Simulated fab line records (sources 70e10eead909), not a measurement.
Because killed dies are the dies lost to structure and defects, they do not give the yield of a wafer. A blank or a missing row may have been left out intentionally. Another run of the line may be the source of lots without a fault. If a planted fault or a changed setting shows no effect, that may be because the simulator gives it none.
A lot that was struck, set against a sound lot || flow nand harc || 25 steps out of a route of 1302
Sound: wafers L805.4, L805.5, L805.6. Struck: wafers L814.1, L814.3, L814.5. The cause is given at the end.
At each step with rows: each side's tool, then ch and its chambers, then its first start. Under that, the readings that differ: sound wafers || struck wafers || difference of the means || sigmas: that difference in standard deviations of wafers without a fault.
alike: words and numbers the same on both sides, and readings whose means are apart by under 2 such deviations; not compared: readings that were withheld, readings missing a value for some wafer, numbers with overlapping values and no deviation given by the record, and bounds like >300 which may hide the same value.
The two part at a step that has a row with sigmas, a row that says differs or no value, or rows on one side only. When numbers do not overlap yet have no deviation, they are printed without sigmas and do not part them. A reading that every wafer of one side lacks parts them only if that side has two wafers or more.

first, 2 steps without rows for these wafers: NHARC_A_WL_FILL_PRECLEAN_30 (cleans in dHF, time 10 s); NHARC_A_WL_FILL_SRD_14.
NHARC_A_WL_FILL_ALD_19: deposits TiN, target thk 2 nm, pulse time 3 s, ald cycles 100.
  sound on ald metal-02 ch 0,1,2, day 22 13:14; struck on ald metal-04 ch 0,1, day 26 01:59
  alike: heater power w, precursor pulse height rel
NHARC_A_WL_FILL_CVD_20: deposits W, target thk 100 nm, time 74 s.
  sound: cvd w-02 ch 0,1; struck: cvd w-02 ch 0,1
  alike: heater power w, throttle valve pct
NHARC_A_WL_FILL_CMP_12: polishes, t overpolish 30 s, target thk 100 nm.
  sound on cmp-04 ch 0,2,3, day 22 13:37; struck on cmp-01 ch 0,3, day 26 02:21
  alike: motor current A, overpolish run s, slurry flow ml min, time to endpoint s
next, for these wafers, 1 step has no rows: NHARC_A_WL_FILL_SRD_31.
NHARC_A_WL_FILL_INSPECT_15:
  sound: defect inspect-01 at day 22 14:02; struck: defect inspect-02 at day 26 02:50
  alike: raw defect count
NHARC_A_CONTACT_DEP_24: deposits SiO2, target thk 500 nm.
  sound on pecvd-03 ch 0,1,2, day 22 14:17; struck on pecvd-01 ch 0,1,2, day 26 02:55
  alike: heater power w, showerhead vpp V, throttle valve pct
NHARC_A_CONTACT_DEP_28: deposits aC, target thk 7000 nm.
  sound on acl dep-01 ch 0, day 22 16:49; struck on acl dep-01 ch 0, day 26 03:49
  alike: throttle valve pct
NHARC_A_CONTACT_DEP_29: deposits SiON, target thk 100 nm.
  sound on pecvd-03 ch 0,1, day 22 19:04; struck on pecvd-01 ch 0,1,2, day 26 08:07
  alike: heater power w, showerhead vpp V
then, 10 steps without rows for these wafers: NHARC_A_CONTACT_DEHYDRATE_32 (time 120 s); NHARC_A_CONTACT_HMDS_33 (time 30 s); NHARC_A_CONTACT_COAT_34 (time 75 s); NHARC_A_CONTACT_COAT_35 (time 65 s); NHARC_A_CONTACT_COAT_36 (resist thk 90 nm); NHARC_A_CONTACT_SOFTBAKE_37 (time 55 s); NHARC_A_CONTACT_EBR_38; NHARC_A_CONTACT_EXPOSE_39 (exposes mask A CC 3); NHARC_A_CONTACT_PEB_40 (peb time 65 s); NHARC_A_CONTACT_DEVELOP_41 (develop time 35 s).
NHARC_A_CONTACT_CD_MEAS_42 targets a cd of 300 nm.
  sound on cd sem-03 ch 0, day 22 19:45; struck on cd sem-02 ch 0, day 26 08:50
  alike: cd nm
NHARC_A_CONTACT_OVL_MEAS_43:
  sound: overlay-02 at day 22 19:50; struck: overlay-02 at day 26 08:55
  alike: overlay x nm, overlay y nm
NHARC_A_CONTACT_INSPECT_44:
  sound: defect inspect-01 at day 22 19:52; struck: defect inspect-01 at day 26 08:57
{"reading": "raw defect count", "sound": "30 25 24", "struck": "875 881 849", "difference": "+842", "sigmas": "+22"}
then, 1 step without rows for these wafers: NHARC_A_CONTACT_DESCUM_47 (chemistry O2, time 3 s).
-- break in the record here, with 3 days between the starts of the struck wafers on either side (left off in module A_CONTACT, picked up again in module END, where the first step shown is number 1302 on the route) --
NHARC_END_SORT_01:
  here the record holds rows for the struck wafers (prober-01 ch 0, day 29 13:13) but none for the sound ones

== WHERE THEY PART ==
At NHARC_A_CONTACT_INSPECT_44 first; at NHARC_END_SORT_01 last (within this record only).

WHY: what the simulator had put in
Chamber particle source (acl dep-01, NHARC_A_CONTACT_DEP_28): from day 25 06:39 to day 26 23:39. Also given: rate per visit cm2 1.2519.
